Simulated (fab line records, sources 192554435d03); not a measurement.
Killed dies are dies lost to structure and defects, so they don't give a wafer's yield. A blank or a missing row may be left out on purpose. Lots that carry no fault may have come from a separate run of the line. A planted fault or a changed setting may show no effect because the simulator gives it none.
Split-lot experiment || flow n5_finfet || on a route of 1938 steps: 7 lots, 21 wafers read

== ABOUT THE SPLIT ==
At N5_BEOL_M8_COAT_64 (time 60 s, resist thk 12 nm), the setting spin_rpm was moved away from the recipe's 1500 rpm on 5 of the 21 wafers read, by -9.6% to +8.7%. For the rest of the wafers, this setting stayed at what the recipe calls for.

Reading taken at the split's own step.

== THE READING ==
SiARC_of_BEOL_M8_COAT_64.thk_nm (the simulator's own value, which no gauge read), in nm, at N5_BEOL_M8_COAT_64 (time 60 s, resist thk 12 nm). The file does not state a usual value for it.

{"wafer": "L080.1", "tool, chamber at the split": "litho_track-04, 0", "spin_rpm as run, rpm": 1500, "against the recipe": "recipe", "SiARC_of_BEOL_M8_COAT_64.thk_nm, nm": 12, "against lot-mates on the recipe": "-"}
{"wafer": "L080.2", "tool, chamber at the split": "litho_track-04, 0", "spin_rpm as run, rpm": 1500, "against the recipe": "recipe", "SiARC_of_BEOL_M8_COAT_64.thk_nm, nm": 12, "against lot-mates on the recipe": "-"}
{"wafer": "L080.6", "tool, chamber at the split": "litho_track-04, 0", "spin_rpm as run, rpm": 1500, "against the recipe": "recipe", "SiARC_of_BEOL_M8_COAT_64.thk_nm, nm": 12, "against lot-mates on the recipe": "-"}
{"wafer": "L081.2", "tool, chamber at the split": "litho_track-04, 0", "spin_rpm as run, rpm": 1356, "against the recipe": "-9.6%", "SiARC_of_BEOL_M8_COAT_64.thk_nm, nm": 12.6, "against lot-mates on the recipe": "+0.6"}
{"wafer": "L081.5", "tool, chamber at the split": "litho_track-04, 0", "spin_rpm as run, rpm": 1356, "against the recipe": "-9.6%", "SiARC_of_BEOL_M8_COAT_64.thk_nm, nm": 12.6, "against lot-mates on the recipe": "+0.6"}
{"wafer": "L081.6", "tool, chamber at the split": "litho_track-04, 0", "spin_rpm as run, rpm": 1500, "against the recipe": "recipe", "SiARC_of_BEOL_M8_COAT_64.thk_nm, nm": 12, "against lot-mates on the recipe": "-"}
{"wafer": "L083.1", "tool, chamber at the split": "litho_track-04, 0", "spin_rpm as run, rpm": 1500, "against the recipe": "recipe", "SiARC_of_BEOL_M8_COAT_64.thk_nm, nm": 12, "against lot-mates on the recipe": "-"}
{"wafer": "L083.2", "tool, chamber at the split": "litho_track-04, 0", "spin_rpm as run, rpm": 1500, "against the recipe": "recipe", "SiARC_of_BEOL_M8_COAT_64.thk_nm, nm": 12, "against lot-mates on the recipe": "-"}
{"wafer": "L083.6", "tool, chamber at the split": "litho_track-04, 0", "spin_rpm as run, rpm": 1500, "against the recipe": "recipe", "SiARC_of_BEOL_M8_COAT_64.thk_nm, nm": 12, "against lot-mates on the recipe": "-"}
{"wafer": "L087.2", "tool, chamber at the split": "litho_track-05, 0", "spin_rpm as run, rpm": 1500, "against the recipe": "recipe", "SiARC_of_BEOL_M8_COAT_64.thk_nm, nm": 12, "against lot-mates on the recipe": "-"}
{"wafer": "L087.5", "tool, chamber at the split": "litho_track-05, 0", "spin_rpm as run, rpm": 1500, "against the recipe": "recipe", "SiARC_of_BEOL_M8_COAT_64.thk_nm, nm": 12, "against lot-mates on the recipe": "-"}
{"wafer": "L087.6", "tool, chamber at the split": "litho_track-05, 0", "spin_rpm as run, rpm": 1500, "against the recipe": "recipe", "SiARC_of_BEOL_M8_COAT_64.thk_nm, nm": 12, "against lot-mates on the recipe": "-"}
{"wafer": "L089.1", "tool, chamber at the split": "litho_track-04, 0", "spin_rpm as run, rpm": 1500, "against the recipe": "recipe", "SiARC_of_BEOL_M8_COAT_64.thk_nm, nm": 12, "against lot-mates on the recipe": "-"}
{"wafer": "L089.3", "tool, chamber at the split": "litho_track-04, 0", "spin_rpm as run, rpm": 1500, "against the recipe": "recipe", "SiARC_of_BEOL_M8_COAT_64.thk_nm, nm": 12, "against lot-mates on the recipe": "-"}
{"wafer": "L089.4", "tool, chamber at the split": "litho_track-04, 0", "spin_rpm as run, rpm": 1500, "against the recipe": "recipe", "SiARC_of_BEOL_M8_COAT_64.thk_nm, nm": 12, "against lot-mates on the recipe": "-"}
{"wafer": "L092.1", "tool, chamber at the split": "litho_track-01, 0", "spin_rpm as run, rpm": 1631, "against the recipe": "+8.7%", "SiARC_of_BEOL_M8_COAT_64.thk_nm, nm": 11.6, "against lot-mates on the recipe": -0.4}
{"wafer": "L092.3", "tool, chamber at the split": "litho_track-01, 0", "spin_rpm as run, rpm": 1500, "against the recipe": "recipe", "SiARC_of_BEOL_M8_COAT_64.thk_nm, nm": 12, "against lot-mates on the recipe": "-"}
{"wafer": "L092.5", "tool, chamber at the split": "litho_track-01, 0", "spin_rpm as run, rpm": 1500, "against the recipe": "recipe", "SiARC_of_BEOL_M8_COAT_64.thk_nm, nm": 12, "against lot-mates on the recipe": "-"}
{"wafer": "L096.1", "tool, chamber at the split": "litho_track-05, 0", "spin_rpm as run, rpm": 1582, "against the recipe": "+5.5%", "SiARC_of_BEOL_M8_COAT_64.thk_nm, nm": 11.8, "against lot-mates on the recipe": -0.2}
{"wafer": "L096.3", "tool, chamber at the split": "litho_track-05, 0", "spin_rpm as run, rpm": 1500, "against the recipe": "recipe", "SiARC_of_BEOL_M8_COAT_64.thk_nm, nm": 12, "against lot-mates on the recipe": "-"}
{"wafer": "L096.6", "tool, chamber at the split": "litho_track-05, 0", "spin_rpm as run, rpm": 1582, "against the recipe": "+5.5%", "SiARC_of_BEOL_M8_COAT_64.thk_nm, nm": 11.6, "against lot-mates on the recipe": -0.4}

THE FIT
A straight line over all 21 wafers: SiARC_of_BEOL_M8_COAT_64.thk_nm changes by -0.0571 nm for each +1% of spin_rpm; r = -0.98; the points scatter about the line by 0.042 nm.
The same after taking each lot's own level away (the mean of its wafers on the recipe; 21 wafers): -0.0571 nm for each +1%; r = -0.98; scatter 0.042 nm.
The reading moves by 0.55 nm for the largest change in spin_rpm, on that fit.
The lots' own levels span 12.00 to 12.00 nm.
So the lot-to-lot level changes the slope little: the two slopes agree.
Check: with one of the wafers moved furthest among these (-9.6%) left out of the fit, the line predicts +0.538 nm for it against its lot-mates. It came out at +0.6 nm against them.

== FURTHER SPLITS ON THESE WAFERS ==
These wafers also went through other splits before the reading. Each is held against what the fit with the lots' levels taken away leaves over:
{"other split on the same wafers": "N5_BEOL_M7_EXPOSE_08 dose_mj", "wafers away from the commonest value": 9, "r with SiARC_of_BEOL_M8_COAT_64.thk_nm (lot level and that fit taken away)": "+0.12"}
{"other split on the same wafers": "N5_BEOL_M7_ETCH_62 source_w", "wafers away from the commonest value": 5, "r with SiARC_of_BEOL_M8_COAT_64.thk_nm (lot level and that fit taken away)": "+0.13"}
{"other split on the same wafers": "N5_BEOL_M7_DESCUM_33 time_s", "wafers away from the commonest value": 5, "r with SiARC_of_BEOL_M8_COAT_64.thk_nm (lot level and that fit taken away)": -0.02}
{"other split on the same wafers": "N5_BEOL_M7_TRENCH_ETCH_37 time_s", "wafers away from the commonest value": 9, "r with SiARC_of_BEOL_M8_COAT_64.thk_nm (lot level and that fit taken away)": -0.33}

== THE FILE'S OWN FIT ==
SiARC_of_BEOL_M8_COAT_64.thk_nm changes by -0.0549 nm for each +1% of spin_rpm, r = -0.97.
